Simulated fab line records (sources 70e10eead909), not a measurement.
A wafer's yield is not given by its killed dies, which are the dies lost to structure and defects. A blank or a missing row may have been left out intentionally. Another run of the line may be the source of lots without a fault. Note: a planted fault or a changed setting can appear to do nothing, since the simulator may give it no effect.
One fault through the eyes of 2 desks + flow nand harc + each desk holds nothing but its own numbers, with what lay behind them at the end

## THE METROLOGY DESK
What the gauges read for every lot (on any tool): the sampled wafers with a number, averaged. Marked OUT: a lot whose mean sits more than 4 standard deviations from the usual mean, which makes it out of limits; the brackets give that distance.
Columns: A = cd nm at NHARC_A_BLC_CD_MEAS_10, usual 100.4 nm; B = cd nm at NHARC_A_BLC_CD_MEAS_19, usual 99.9 nm
| lot  | first seen here | A     | B     |
|------|-----------------|-------|-------|
| L172 | day 21 14:16    | 99.5  | 101.9 |
| L173 | day 21 21:33    | 101.2 | 101.3 |
| L169 | day 22 02:35    | 99.7  | 99.2  |
| L174 | day 22 20:38    | 100.3 | 102.0 |
| L178 | day 23 03:47    | 100.9 | 100.1 |
| L182 | day 23 08:50    | 100.6 | 99.8  |
| L180 | day 23 21:59    | 100.0 | 98.9  |
| L184 | day 23 22:32    | 99.9  | 98.9  |
| L188 | day 24 02:38    | 100.4 | 99.7  |
| L187 | day 24 04:32    | 102.7 | 101.7 |
| L189 | day 24 14:18    | 101.3 | 98.4  |
| L185 | day 24 15:01    | 101.0 | 101.2 |
| L192 | day 25 16:59    | 100.8 | 99.4  |
This desk found nothing out of limits on any of the 13 lots.

## TOOL OWNER'S DESK, arfi scanner-01
The tool's own readings at NHARC_A_BLC_EXPOSE_07 (exposes mask A BLC, target cd 100 nm): means of the sampled wafers that have a number, for each lot that ran on this tool. Marked OUT: a lot whose mean sits more than 4 standard deviations from the usual mean, which makes it out of limits; the brackets give that distance.
Columns: A = exposure dose mJ cm2 at NHARC_A_BLC_EXPOSE_07, usual 67.96
| lot  | first seen here | A               |
|------|-----------------|-----------------|
| L173 | day 21 21:25    | 67.88           |
| L169 | day 22 02:27    | 67.94           |
| L174 | day 22 20:29    | 67.93           |
| L178 | day 23 03:39    | 67.97           |
| L182 | day 23 08:41    | 67.95           |
| L184 | day 23 22:23    | 67.95           |
| L187 | day 24 04:24    | 69.96 (+30) OUT |
| L189 | day 24 14:10    | 69.63 (+25) OUT |
This desk's verdict: out of limits on L187, L189, starting with L187 at day 24 04:24 (exposure dose mJ cm2 at NHARC_A_BLC_EXPOSE_07). In limits: L173, L169, L174, L178, L182, L184.

## PUT TOGETHER
On L187, L189, at day 24 04:24, an alarm was possible from the tool owner's desk.
Nothing out of limits was seen by the metrology desk.
The metrology desk has L187, L189 on record, within its limits.
Every lot named ran NHARC_A_BLC_EXPOSE_07 on arfi scanner-01.

## WHAT HAD BEEN PUT IN BY THE SIMULATOR
Drift in process parameters on arfi scanner-01 at NHARC_A_BLC_EXPOSE_07, starting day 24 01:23. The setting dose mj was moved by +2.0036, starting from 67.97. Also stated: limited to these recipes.
Struck lots among those shown: L187, L189.
Each desk's first reading out of limits, in hours after the fault started: the tool owner's desk, 3.
